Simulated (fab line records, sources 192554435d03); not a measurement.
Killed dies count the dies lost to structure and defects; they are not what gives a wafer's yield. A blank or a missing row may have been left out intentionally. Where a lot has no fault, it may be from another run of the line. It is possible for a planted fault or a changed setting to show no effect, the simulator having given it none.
2 desks, one fault + flow n5-finfet + each desk holds nothing but its own numbers, with what lay behind them at the end

## AT THE METROLOGY DESK
What the gauges read, lot by lot, whatever tool the lot ran on: means of the sampled wafers that have a number. If a lot's mean is further than 4 standard deviations from the usual mean, the lot is out of limits and carries the mark OUT (the distance appears in the brackets). 7 of its 26 readings are shown: the first one out of limits and those lying furthest out on some lot.
Columns: A = trench-depth-nm at N5_BEOL_M9_OCD_MEAS_38, usual 151.8 nm; B = M9_THK at N5_BEOL_M9_THK_MEAS_53, usual 140.1 nm; C = M9_RS at N5_BEOL_M9_RS_MEAS_57, usual 0.150 ohm/sq; D = SERP_M11 at N5_BEOL_M15_RC_MEAS_101, usual 3.07 ohm/um; E = SERP_M7 at N5_BEOL_M15_RC_MEAS_101, usual 13.8 ohm/um; F = SERP_M9 at N5_BEOL_M15_RC_MEAS_101, usual 3.05 ohm/um; G = SERP_M9_max_site at N5_BEOL_M15_RC_MEAS_101, usual 3.15 ohm/um
| lot  | first seen here | A                | B                | C                | D    | E    | F               | G               |
|------|-----------------|------------------|------------------|------------------|------|------|-----------------|-----------------|
| L598 | day 11 15:49    | 152.8            | 140.6            | 0.149            | 3.04 | 13.5 | 2.99            | 3.13            |
| L602 | day 13 02:36    | 148.4            | 137.0            | 0.155            | 2.95 | 13.4 | 3.16            | 3.30            |
| L606 | day 14 07:58    | 134.9 (-7.3) OUT | 122.7 (-6.4) OUT | 0.175 (+7.8) OUT | 3.06 | 13.2 | 3.56 (+6.5) OUT | 3.64 (+5.5) OUT |
| L614 | day 16 00:46    | 154.9            | 143.1            | 0.148            | 3.04 | 13.6 | 3.01            | 3.12            |
| L612 | day 16 04:35    | 139.8 (-5.2) OUT | 125.7 (-5.4) OUT | 0.170 (+6.3) OUT | 3.09 | 13.8 | 3.34            | 3.54 (+4.4) OUT |
| L616 | day 16 18:11    | 152.4            | 141.6            | 0.149            | 3.06 | 13.5 | 3.03            | 3.12            |
| L617 | day 17 06:46    | 151.6            | 139.8            | 0.150            | 2.99 | 12.7 | 3.08            | 3.18            |
This desk's finding: out of limits on L606, L612; first on L606, day 14 07:58 (trench-depth-nm at N5_BEOL_M9_OCD_MEAS_38). L598, L602, L614, L616, L617 stayed within limits.

## AT THE TOOL OWNER'S DESK: rie-diel-06
The tool's own readings at N5_BEOL_M9_TRENCH_ETCH_37 (etches SiCOH lowk in C4F6/O2, target depth 151.43 nm, time 49 s): means of the sampled wafers that have a number, for each lot that ran on this tool. If a lot's mean is further than 4 standard deviations from the usual mean, the lot is out of limits and carries the mark OUT (the distance appears in the brackets).
Columns: A = drypump-motor-current-A at N5_BEOL_M9_TRENCH_ETCH_37, usual 5.9 A; B = oes_o_777_au at N5_BEOL_M9_TRENCH_ETCH_37, usual 0.81 a.u.; C = oes-product-au at N5_BEOL_M9_TRENCH_ETCH_37, usual 0.81 a.u.; D = rf-vpp-V at N5_BEOL_M9_TRENCH_ETCH_37, usual 671 V; E = showerhead-plenum-p-Torr at N5_BEOL_M9_TRENCH_ETCH_37, usual 2.84 Torr; F = throttle-valve-pct at N5_BEOL_M9_TRENCH_ETCH_37, usual 21.0 %
| lot  | first seen here | A   | B    | C    | D   | E    | F    |
|------|-----------------|-----|------|------|-----|------|------|
| L598 | day 11 15:38    | 5.7 | 0.76 | 0.75 | 661 | 2.69 | 21.2 |
| L602 | day 13 02:25    | 5.7 | 0.76 | 0.76 | 674 | 2.73 | 21.2 |
| L606 | day 14 07:47    | 6.2 | 0.70 | 0.65 | 678 | 2.74 | 21.3 |
| L612 | day 16 04:25    | 5.7 | 0.79 | 0.75 | 668 | 2.73 | 21.1 |
This desk's verdict: no lot among the 4 shows anything out of limits.

## ALL TOGETHER
On L606, L612, the metrology desk was in a position to raise an alarm at day 14 07:58.
Nothing out of limits was seen by the tool owner's desk.
On record at the tool owner's desk: L606, L612, within its limits.
On rie-diel-06, each named lot ran N5_BEOL_M9_TRENCH_ETCH_37.

## WHAT WAS PUT IN BY THE SIMULATOR
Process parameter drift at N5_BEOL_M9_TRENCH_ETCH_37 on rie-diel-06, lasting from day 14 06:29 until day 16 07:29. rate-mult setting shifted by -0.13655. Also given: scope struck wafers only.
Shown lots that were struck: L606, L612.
Per desk, hours elapsed from the start of the fault to the first reading out of limits: for the metrology desk, 1.
